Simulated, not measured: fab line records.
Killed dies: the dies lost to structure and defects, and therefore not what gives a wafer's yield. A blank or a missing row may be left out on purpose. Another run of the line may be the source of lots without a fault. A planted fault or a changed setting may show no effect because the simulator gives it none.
fab line records ; flow n5_finfet
record: lots: 5; wafers: 15; last_day: 15
route steps=1938 shown BEOL_M0@722 BEOL_M1@751 PASSIVATION@1936
lots that met no fault: from a run of the same line without faults
start_h: the number of hours between the record's first day and the start of the first shown wafer of the lot ; wait_h: hours from the lot's prior step to this one ; " unchanged from the row above ; L1.1+2: a row that stands for several wafers ; - either no value or no given start ; * or withheld: withheld ; < > ~ a bound
route shown NAME@n: NAME is a module with steps in the file, n the number in the route of the first one ; usual: the fault-free wafers' mean and standard deviation ; same: alike in all rows ; chamber/n: place in a boat ; sites: the reading at each site ; _std_site: the standard deviation of these ; _edge_site: inner sites' mean taken away from outer sites' mean ; radius_mm: for every site, how far away it sits from the centre of the wafer ; mask NAME#n: copy n ; behind: the tool/chamber that last shaped the wafer ; hold: why the lot went on hold/how many hours it stayed there/how the hold came to an end ; device: whichever transistor did not switch (one of n, p or np) ; end of line: the route-end tests of the same wafers ; a step given without rows: its recipe and nothing more ; killed: dies that structure and defects cost at the first sort, which is not the same as the wafer's yield ; map: dies across one wafer; x = killed, . = not, _ = none there
set.NAME: the setting that was run; set.NAME@STEP: the one run at that earlier step ; model.NAME: the simulator's own value behind a step, which no gauge read
lots seen at some steps along the route; tables by step, rows by wafer
services: from which hour (start_h, from the record's first day; less than 0 if before it) a tool's chamber was out of use, for how many hours, and why
== steps ==
step: N5_BEOL_M0_STRIP_142
recipe: chemistry: N2/H2; time_s: 10; power_w: 450; temp_c: 40; pressure_mtorr: 20; rf_frequency_hz: 6e+07; bias_power_w: 7; n2_flow_sccm: 200; h2_flow_sccm: 200
step: N5_BEOL_M0_OCD_MEAS_108
usual: trench_depth_nm: 32.9/0.58
lot.wafer;tool;chamber;start_h;wait_h;trench_depth_nm
L319.2;ocd-02;-;121.61;0.1;33.7
L319.3;ocd-02;-;121.61;0.1;32.7
L319.6;ocd-02;-;121.61;0.1;32.3
L318.2;ocd-02;-;121.67;0.1;33.0
L318.4;ocd-02;-;121.67;0.1;33.8
L318.5;ocd-02;-;121.67;0.1;33.9
L324.2;ocd-01;-;154.32;0.1;32.9
L324.3;ocd-01;-;154.32;0.1;33.0
L324.5;ocd-01;-;154.32;0.1;32.5
L330.1;ocd-01;-;195.51;0.1;32.3
L330.4;ocd-01;-;195.51;0.1;33.0
L330.6;ocd-01;-;195.51;0.1;32.6
L335.1;ocd-01;-;220.13;0.1;32.9
L335.3;ocd-01;-;220.13;0.1;32.5
L335.4;ocd-01;-;220.13;0.1;33.3
step: N5_BEOL_M0_HM_STRIP_129
recipe: chemistry: peroxide_tin_strip; material: TiN; target_depth_a: 170; temp_c: 50; time_s: 108
step: N5_BEOL_M0_SRD_130
recipe: time_s: 30; temp_c: 23; rinse_liquid: diw; dry: ipa_marangoni
step: N5_BEOL_M0_ETCH_109
recipe: chemistry: CH3F/O2; target_depth_a: 80; overetch_a: 24; target: SiCN; time_s: 27.4; ion_energy_ev: 120; pressure_mtorr: 30; source_w: 395; bias_w: 75; Ar_flow_sccm: 150; CH3F_flow_sccm: 30; O2_flow_sccm: 20
step: N5_BEOL_M0_STRIP_139
recipe: chemistry: post_etch_residue_remover; time_s: 60; temp_c: 25; remover_ph: withheld; remover_water_wt_pct: withheld; remover_fluoride_wt_pct: withheld
step: N5_BEOL_M0_SRD_111
recipe: time_s: 30; temp_c: 23; rinse_liquid: diw; dry: ipa_marangoni
step: N5_BEOL_M0_DEGAS_112
recipe: ambient: vacuum; temp_c: 250; time_s: 60
usual: heater_power_w: 345/44
lot.wafer;tool;chamber;start_h;wait_h;heater_power_w
L319.2;pvd_sputter-01;-;121.95;0.1;399
L319.3;pvd_sputter-01;-;121.95;0.1;311
L319.6;pvd_sputter-01;-;121.95;0.1;366
L318.2;pvd_sputter-01;-;122.19;0.3;392
L318.4;pvd_sputter-01;-;122.19;0.3;304
L318.5;pvd_sputter-01;-;122.19;0.3;362
L324.2;pvd_sputter-03;-;154.95;0.4;296
L324.3;pvd_sputter-03;-;154.95;0.4;297
L324.5;pvd_sputter-03;-;154.95;0.4;354
L330.1;pvd_sputter-02;-;195.96;0.2;309
L330.4;pvd_sputter-02;-;195.96;0.2;424
L330.6;pvd_sputter-02;-;195.96;0.2;312
L335.1;pvd_sputter-01;-;220.62;0.2;351
L335.3;pvd_sputter-01;-;220.62;0.2;358
L335.4;pvd_sputter-01;-;220.62;0.2;383
step: N5_BEOL_M0_PRE_CLEAN_113
recipe: gas: H2/He; time_s: 30; temp_c: 250
step: N5_BEOL_M0_ALD_136
recipe: material: TaN; target_thk_a: *; temp_c: 275; ald_precursor_family: PDMAT; ald_co_reactant: NH3; pressure_torr: 3; carrier_flow_sccm: 1500; pulse_time_s: 2; purge_time_s: 3; co_reactant_purge_time_s: 2; co_reactant_pulse_time_s: 3; ald_cycles: 30; precursor_vessel_temp_c: 75; precursor_vessel_pressure_torr: 26.25; precursor_vessel_carrier_sccm: 1000
step: N5_BEOL_M0_SURFACE_TREAT_137
recipe: gas: Ar; time_s: *; ion_energy_ev: *; ion_current_ma_cm2: 0.5; pressure_mtorr: *; ar_flow_sccm: 30
step: N5_BEOL_M0_CVD_115
recipe: material: Co; target_thk_a: *; temp_c: withheld; precursor: CCTBA/H2; pressure_torr: 30; time_s: 120
step: N5_BEOL_M0_SPUTTER_116
recipe: material: Cu; target_thk_a: 40; temp_c: -20; chamber_pressure_pa: 0.07; power_w: withheld; time_s: 7.37
usual: throttle_valve_pct: 30.1/0.4
lot.wafer;tool;chamber;start_h;wait_h;throttle_valve_pct
L319.2;pvd_sputter-01;-;122.48;0.1;30.7
L319.3;pvd_sputter-01;-;122.48;0.1;29.7
L319.6;pvd_sputter-01;-;122.48;0.1;29.6
L318.2;pvd_sputter-03;-;124.46;1.6;29.8
L318.4;pvd_sputter-03;-;124.46;1.6;30.5
L318.5;pvd_sputter-03;-;124.46;1.6;30.0
L324.2;pvd_sputter-02;-;156.40;0.1;30.6
L324.3;pvd_sputter-02;-;156.40;0.1;30.1
L324.5;pvd_sputter-02;-;156.40;0.1;29.5
L330.1;pvd_sputter-03;-;197.07;0.2;30.0
L330.4;pvd_sputter-03;-;197.07;0.2;29.8
L330.6;pvd_sputter-03;-;197.07;0.2;30.1
L335.1;pvd_sputter-01;-;221.36;0.2;30.0
L335.3;pvd_sputter-01;-;221.36;0.2;29.5
L335.4;pvd_sputter-01;-;221.36;0.2;30.3
step: N5_BEOL_M0_ANNEAL_117
recipe: temp_c: 400; time_s: 60; ambient: vacuum
usual: heater_power_w: 850/110
lot.wafer;tool;chamber;start_h;wait_h;heater_power_w
L319.2;pvd_sputter-01;-;122.56;0.0;786
L319.3;pvd_sputter-01;-;122.56;0.0;963
L319.6;pvd_sputter-01;-;122.56;0.0;1006
L318.2;pvd_sputter-03;-;124.54;0.0;875
L318.4;pvd_sputter-03;-;124.54;0.0;738
L318.5;pvd_sputter-03;-;124.54;0.0;757
L324.2;pvd_sputter-02;-;156.48;0.0;1060
L324.3;pvd_sputter-02;-;156.48;0.0;788
L324.5;pvd_sputter-02;-;156.48;0.0;990
L330.1;pvd_sputter-03;-;197.15;0.0;867
L330.4;pvd_sputter-03;-;197.15;0.0;838
L330.6;pvd_sputter-03;-;197.15;0.0;838
L335.1;pvd_sputter-01;-;221.44;0.0;850
L335.3;pvd_sputter-01;-;221.44;0.0;1011
L335.4;pvd_sputter-01;-;221.44;0.0;917
step: N5_BEOL_M0_SPUTTER_132
recipe: material: Cu; target_thk_a: 40; temp_c: -20; chamber_pressure_pa: 0.07; power_w: withheld; time_s: 7.37
step: N5_BEOL_M0_ANNEAL_133
recipe: temp_c: 400; time_s: 60; ambient: vacuum
step: N5_BEOL_M0_SPUTTER_134
recipe: material: Cu; target_thk_a: 40; temp_c: -20; chamber_pressure_pa: 0.07; power_w: withheld; time_s: 7.37
step: N5_BEOL_M0_ANNEAL_135
recipe: temp_c: 400; time_s: 60; ambient: vacuum
step: N5_BEOL_M0_SPUTTER_141
recipe: material: Cu; target_thk_a: 40; temp_c: -20; chamber_pressure_pa: 0.07; power_w: withheld; time_s: 7.37
step: N5_BEOL_M0_ECD_118
recipe: material: Cu; target_thk_a: 3000
step: N5_BEOL_M0_ANNEAL_119
recipe: temp_c: 225; time_s: 90; ambient: N2
step: N5_BEOL_M0_CMP_120
recipe: stop_on: SiOC; t_overpolish_s: 6.9; down_force_psi: 1; platen_rpm: 50; clearing_platen_down_force_psi: 1.5; clearing_platen_rpm: 50; post_cmp_clean: cu_alkaline; clearing_platen_pad_velocity_m_s: 0.99484; pad_velocity_m_s: 0.99484
step: N5_BEOL_M0_PRE_CLEAN_131
recipe: gas: NH3/H2; time_s: 15; temp_c: *; rf_power_w: 300
step: N5_BEOL_M0_CO_CAP_123
recipe: material: Co; target_thk_a: 20; temp_c: 200; precursor: CCTBA/H2; pressure_torr: 30; time_s: 102.1
step: N5_BEOL_M0_PRE_CLEAN_124
recipe: gas: NH3; time_s: 15; temp_c: withheld; rf_power_w: 300
step: N5_BEOL_M0_DEP_125
recipe: material: SiCN; target_thk_a: 80; temp_c: withheld; precursor: 3MS/NH3; pressure_torr: 3; rf_w: 202; time_s: 14
usual: showerhead_plenum_p_Torr: 3.669/0.014; throttle_valve_pct: 9.01/0.27
lot.wafer;tool;chamber;start_h;wait_h;showerhead_plenum_p_Torr;throttle_valve_pct
L319.2;pecvd-02;1;123.87;0.0;3.663;8.99
L319.3;pecvd-02;0;123.87;0.0;3.679;8.83
L319.6;pecvd-02;2;123.87;0.0;3.668;9.10
L318.2;pecvd-02;1;125.99;0.0;3.663;8.79
L318.4;pecvd-02;2;125.99;0.0;3.681;9.30
L318.5;pecvd-02;1;125.99;0.0;3.663;8.80
L324.2;pecvd-04;2;157.75;0.0;3.660;8.85
L324.3;pecvd-04;0;157.75;0.0;3.669;9.04
L324.5;pecvd-04;2;157.75;0.0;3.674;8.87
L330.1;pecvd-03;1;198.69;0.0;3.667;9.13
L330.4;pecvd-03;0;198.69;0.0;3.650;9.57
L330.6;pecvd-03;2;198.69;0.0;3.685;9.01
L335.1;pecvd-03;2;222.71;0.0;3.687;8.72
L335.3;pecvd-03;1;222.71;0.0;3.678;8.85
L335.4;pecvd-03;0;222.71;0.0;3.644;9.38
step: N5_BEOL_M0_RS_MEAS_126
recipe: thk_meas_gauge: four-point-probe; reads: Co_of_BEOL_M0_CO_CAP_123+Cu_of_BEOL_M0_ECD_118+Co_of_BEOL_M0_CVD_115+TaN_of_BEOL_M0_ALD_136
usual: M0_RS: 0.532/0.017
lot.wafer;tool;chamber;start_h;wait_h;M0_RS[ohm/sq]
L319.2;film_metro-01;-;123.94;0.1;0.558
L319.3;film_metro-01;-;123.94;0.1;0.578
L319.6;film_metro-01;-;123.94;0.1;0.546
L318.2;film_metro-02;-;126.06;0.1;0.511
L318.4;film_metro-02;-;126.06;0.1;0.494
L318.5;film_metro-02;-;126.06;0.1;0.497
L324.2;film_metro-01;-;157.82;0.1;0.524
L324.3;film_metro-01;-;157.82;0.1;0.538
L324.5;film_metro-01;-;157.82;0.1;0.513
L330.1;film_metro-01;-;198.75;0.0;0.537
L330.4;film_metro-01;-;198.75;0.0;0.491
L330.6;film_metro-01;-;198.75;0.0;0.517
L335.1;film_metro-02;-;222.79;0.1;0.549
L335.3;film_metro-02;-;222.79;0.1;0.542
L335.4;film_metro-02;-;222.79;0.1;0.518
step: N5_BEOL_M1_ILD_DEP_00
recipe: material: SiOC; target_thk_a: 790; temp_c: 350; precursor: DEMS/O2; pressure_torr: 5; rf_w: 500; time_s: 15.3
step: N5_BEOL_M1_THK_MEAS_01
recipe: reads: SiOC_of_BEOL_M1_ILD_DEP_00
usual: M1_ILD_THK: 78.8/1
lot.wafer;tool;chamber;start_h;wait_h;M1_ILD_THK[nm]
L319.2;film_metro-02;-;124.07;0.1;77.6
L319.3;film_metro-02;-;124.07;0.1;78.1
L319.6;film_metro-02;-;124.07;0.1;79.4
L318.2;film_metro-01;-;126.19;0.1;77.9
L318.4;film_metro-01;-;126.19;0.1;79.6
L318.5;film_metro-01;-;126.19;0.1;80.6
L324.2;film_metro-01;-;157.95;0.1;78.2
L324.3;film_metro-01;-;157.95;0.1;77.9
L324.5;film_metro-01;-;157.95;0.1;79.7
L330.1;film_metro-01;-;198.88;0.0;78.4
L330.4;film_metro-01;-;198.88;0.0;80.0
L330.6;film_metro-01;-;198.88;0.0;79.4
L335.1;film_metro-02;-;222.92;0.0;77.3
L335.3;film_metro-02;-;222.92;0.0;76.7
L335.4;film_metro-02;-;222.92;0.0;78.3
step: N5_BEOL_M1_PECVD_72
recipe: material: SiO2; target_thk_a: 160; temp_c: 400; precursor: TEOS/O2; pressure_torr: 5.5; rf_w: 450; teos_flow_sccm: 53.8; gas: O2; flow_sccm: 3000; time_s: 18
usual: heater_power_w: 772/68; showerhead_plenum_p_Torr: 8.79/0.056; throttle_valve_pct: 22.1/0.69
lot.wafer;tool;chamber;start_h;wait_h;heater_power_w;showerhead_plenum_p_Torr;throttle_valve_pct
L319.2;pecvd-02;2;124.11;0.0;859;8.84;22.5
L319.3;pecvd-02;1;124.11;0.0;788;8.72;22.2
L319.6;pecvd-02;0;124.11;0.0;864;8.86;22.0
L318.2;pecvd-02;1;126.22;0.0;663;8.76;21.9
L318.4;pecvd-02;0;126.22;0.0;871;8.86;21.7
L318.5;pecvd-02;1;126.22;0.0;649;8.75;21.9
L324.2;pecvd-02;0;157.99;0.0;769;8.85;21.7
L324.3;pecvd-02;0;157.99;0.0;800;8.85;21.6
L324.5;pecvd-02;0;157.99;0.0;781;8.87;21.7
L330.1;pecvd-01;0;198.92;0.0;844;8.79;22.1
L330.4;pecvd-01;1;198.92;0.0;881;8.72;22.4
L330.6;pecvd-01;0;198.92;0.0;813;8.78;22.4
L335.1;pecvd-03;1;222.95;0.0;693;8.79;22.3
L335.3;pecvd-03;2;222.95;0.0;783;8.90;21.7
L335.4;pecvd-03;1;222.95;0.0;712;8.80;22.0
step: N5_BEOL_M1_HM_DEP_02
recipe: material: TiN; target_thk_a: 200; temp_c: 25; chamber_pressure_pa: 0.49996
usual: throttle_valve_pct: 30.1/0.41
lot.wafer;tool;chamber;start_h;wait_h;throttle_valve_pct
L319.2;pvd_sputter-03;-;124.90;0.8;29.9
L319.3;pvd_sputter-03;-;124.90;0.8;30.5
L319.6;pvd_sputter-03;-;124.90;0.8;30.5
L318.2;pvd_sputter-01;-;127.88;1.6;30.9
L318.4;pvd_sputter-01;-;127.88;1.6;29.7
L318.5;pvd_sputter-01;-;127.88;1.6;29.5
L324.2;pvd_sputter-01;-;158.07;0.1;29.8
L324.3;pvd_sputter-01;-;158.07;0.1;29.9
L324.5;pvd_sputter-01;-;158.07;0.1;29.9
L330.1;pvd_sputter-02;-;199.47;0.5;30.8
L330.4;pvd_sputter-02;-;199.47;0.5;30.3
L330.6;pvd_sputter-02;-;199.47;0.5;29.6
L335.1;pvd_sputter-03;-;223.34;0.4;30.4
L335.3;pvd_sputter-03;-;223.34;0.4;29.7
L335.4;pvd_sputter-03;-;223.34;0.4;29.7
step: N5_BEOL_M1_COAT_61
recipe: resist: SOC; temp_c: 250; time_s: 60; spin_rpm: 1500; resist_thk_nm: 60
step: N5_BEOL_M1_COAT_62
recipe: resist: SiARC; temp_c: 220; time_s: 60; spin_rpm: 1500; resist_thk_nm: 12
step: N5_BEOL_M1_COAT_73
recipe: resist: underlayer; temp_c: 205; time_s: 60; spin_rpm: 1500; resist_thk_nm: 5
step: N5_BEOL_M1_COAT_05
recipe: resist: CAR-EUV; spin_rpm: 1500; resist_thk_nm: 30
step: N5_BEOL_M1_EBR_07
recipe: solvent: PGMEA; ebr_width_mm: 1.5
step: N5_BEOL_M1_SOFTBAKE_06
recipe: temp_c: 110; time_s: 60; resist: CAR-EUV
step: N5_BEOL_M1_EXPOSE_08
recipe: mask_id: M1; na: 0.33; source_shape: dipole; sigma_inner: 0.369; sigma_outer: 0.767; polarization: unpolarized; dose_mj: 33
step: N5_BEOL_M1_PEB_09
recipe: peb_temp_c: 100; peb_time_s: 60; resist: CAR-EUV
step: N5_BEOL_M1_DEVELOP_10
recipe: develop_time_s: 30; developer: TMAH; resist: CAR-EUV; rinse_liquid: surfactant_rinse; dry: air_spin; dev_temp_c: 23
step: N5_PASSIVATION_PROBE_49
usual: defect_limited_yield: 91.3/1.3; killed_at_M0_to_M3: 33/8.9; killed_at_M4_up: 15/5.4; killed_at_contacts: 13/5.8; killed_at_front_end: 39/9.9; killed_at_other: 3.2/2.9; killed_dies: 102/15; killed_on_rim: 13/3.7; killed_open: 68/12; killed_short: 34/7.6; sort_bin_5_function: 5.1/0.89; sort_bin_6_memory: 3.2/0.63; sort_n_pass: 1078/15; sort_yield_pct: 91.3/1.3
same: gross_dies: 1180; killed_at_back_side: 0; sort_bin_4_leakage[%]: 0; sort_bin_8_speed[%]: 0
lot.wafer;tool;chamber;start_h;wait_h;defect_limited_yield[%];killed_at_M0_to_M3;killed_at_M4_up;killed_at_contacts;killed_at_front_end;killed_at_other;killed_dies;killed_on_rim;killed_open;killed_short;sort_bin_5_function[%];sort_bin_6_memory[%];sort_n_pass;sort_yield_pct[%]
L335.4;prober-02;-;364.88;0.2;85.3;118;10;14;32;0;174;22;54;27;10.0;3.3;1006;85.3
killed by level:class
L335.4 BEOL_M0:unspecified=92 MOL_CONTACT_COAG:geometric_particle:open=12 GATE_CUT:geometric_particle:short=7 BEOL_M1:geometric_particle:open=7 STI_FIN_REVEAL:geometric_particle:open=6 BEOL_M2:geometric_particle:open=6 GATE_CUT:geometric_particle:open=5 BEOL_M1:geometric_particle:short=4
map L335.4 (x killed, . not)
_________________............________________
______________......x...x......._____________
___________.x......................__________
__________.........x................_________
________....................x........._______
_______...................x............______
______.......x..x.................x....._____
_____..xxx.....................x.........____
____xxxx..................x...............___
___xxxxxxxx......x.........................__
___xxxxxxx.xx...x.........x................__
__xxxxxxxx...x................x............._
__xxxxxxxxxx.........................x.x...._
_xxxxxxxxxxx...x........x....................
_xxxxxxxxxxx...................x...x.........
_xxxxxxxx.x..........x.x.....................
_xxxxxxxx.x......x.........x...xx...x........
_xxxxxxx.xx...............x...x.....x..x.....
_..xxxxxx.......x.x....................x.....
_.xx.xx...........xx...x......x.......x......
_...x......x.x......x............xx..........
__x........................x................_
__....x.................x..................._
___...............x........................__
___.......x....x.............x.........x.x.__
____.x....x....x..........x............x..___
_____....xx.......x......................____
______........x...............x........x_____
_______................................______
________.............................._______
__________..x......................._________
___________.................x......__________
______________.................._____________
_________________.......x..xx________________
map L319.3 (x killed, . not)
_________________..xx.....x..________________
______________.x...x............_____________
___________............x........x.x__________
__________..x......x......x........._________
________..x....x..........x..........._______
_______x.........x...............x...x.______
______...................x...x.........._____
_____.x.............x............xx......____
____.x....................................___
___..x.............................x...x...__
___...........x.......x..x.................__
__..................x......................._
__.........x.....x.......x...x......xx......_
_........................x..x.....x......x..x
_.x.x...x.........................x.x........
_.x.............................x.......x....
_......x.xx.............x..........xx........
_.x...........x.................x.....x......
_..............x.....x..........x........x...
_.x.....x.xx...x..xx........................x
_.x.........................x................
__.x........x.x...................x.x.....x._
__....x..........................x.........._
___x.......................................__
___......x..x...x........x..x...x..........__
____..............................x.......___
_____.........x...x........x.......x.....____
______..x...............x..............._____
_______..x...................x.........______
________.............................._______
__________.........x.x.x.x.........._________
___________......x...............x.__________
______________.................._____________
_________________...x........________________
== services ==
tool;chamber;start_h;hours;kind
pvd_sputter-03;-;118.23;5.8;repair
pecvd-01;-;130.28;0.3;repair
pecvd-02;0;152.39;2.1;scheduled_down
pecvd-02;2;157.97;5.5;scheduled_down
pvd_sputter-01;-;164.86;1.5;repair
pecvd-03;0;170.64;5.5;scheduled_down
pecvd-04;2;172.95;2.1;scheduled_down
pecvd-03;2;176.33;5.5;scheduled_down
pecvd-03;-;181.09;1.8;repair
pvd_sputter-02;-;187.05;3.7;repair
pecvd-04;1;199.60;5.5;scheduled_down
pecvd-03;-;199.99;14.6;pm
pecvd-04;2;205.34;-;clean
pecvd-04;2;205.34;-;consumable_replace:showerhead
pecvd-04;2;205.34;29.0;scheduled_down
pecvd-04;2;205.34;29.0;vent_cycle
== key ==
first_sign: step: N5_PASSIVATION_PROBE_49; reading: killed_at_M0_to_M3; direction: up; sigmas: 9.6; usual: 33; struck: 118
effect: step: N5_PASSIVATION_PROBE_49; reading: killed_dies; direction: up; sigmas: 4.7; usual: 102; struck: 174
more_kills_born_at: N5_BEOL_M0_SPUTTER_116@pvd_sputter-01: 92
met_at N5_BEOL_M0_SPUTTER_116
struck_wafers L335.4
fault: kind: chamber_particle_source; tool: pvd_sputter-01; chamber: -; onset_h: 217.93; steps: N5_BEOL_M0_SPUTTER_116; rate_per_visit_cm2: 0.79381; end_h: 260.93; scope: struck_wafers_only
